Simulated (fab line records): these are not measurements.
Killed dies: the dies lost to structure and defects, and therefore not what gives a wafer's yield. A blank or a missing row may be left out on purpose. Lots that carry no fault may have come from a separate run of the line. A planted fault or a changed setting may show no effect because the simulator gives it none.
Which tool is to blame? ; flow nand_harc ; at 1 step of a route of 1302, 12 lots with 36 wafers sampled

## WHAT THE GAUGES SHOWED, per wafer
NHARC_P_GATE_CD_MEAS_59: target cd 720 nm.
lot;measured;on;cd_nm (nm)
L075;day 5 22:46;cd_sem-02;719.5 721.2 721.2
L077;day 6 23:49;cd_sem-02;721.3 720.0 720.8
L079;day 7 17:46;cd_sem-03;718.3 718.1 715.1
L081;day 8 07:44;cd_sem-02;720.6 722.9 720.1
L083;day 9 05:03;cd_sem-01;720.9 720.2 719.7
L085;day 10 05:50;cd_sem-03;717.4 716.9 721.6
L087;day 11 17:32;cd_sem-02;717.7 717.2 722.3
L088;day 11 19:14;cd_sem-03;718.8 724.0 722.3
L091;day 12 17:19;cd_sem-03;721.6 720.2 717.4
L093;day 13 21:43;cd_sem-03;720.9 719.5 721.9
L095;day 14 13:46;cd_sem-01;720.3 715.5 720.8
L097;day 15 07:25;cd_sem-03;724.0 723.7 720.3

## EACH LOT AND THE TOOL THAT RAN IT (in order: tool; ch and the chambers of the sampled wafers; start)
Before these readings, the record contains no process step.

## THE ANSWER, worked out from the rows above alone
Rule: the lots themselves supply what counts as usual. Put in order of their means at a reading, lots are off if they are a third of the lots or fewer, leave a main group of 4 or more, and stand apart from it by a gap of 3 or more times the standard deviation of the main group's means; of several such gaps the widest counts. Not used: any main group whose means are identical at the precision the tables above print for the reading. A lot without any number at a reading at which 4 lots or more have one is off too. Any other lot the step has rows for is counted as sound.
Nothing can be told from this: no lot is off at any reading shown.

## WHAT WAS PUT IN BY THE SIMULATOR
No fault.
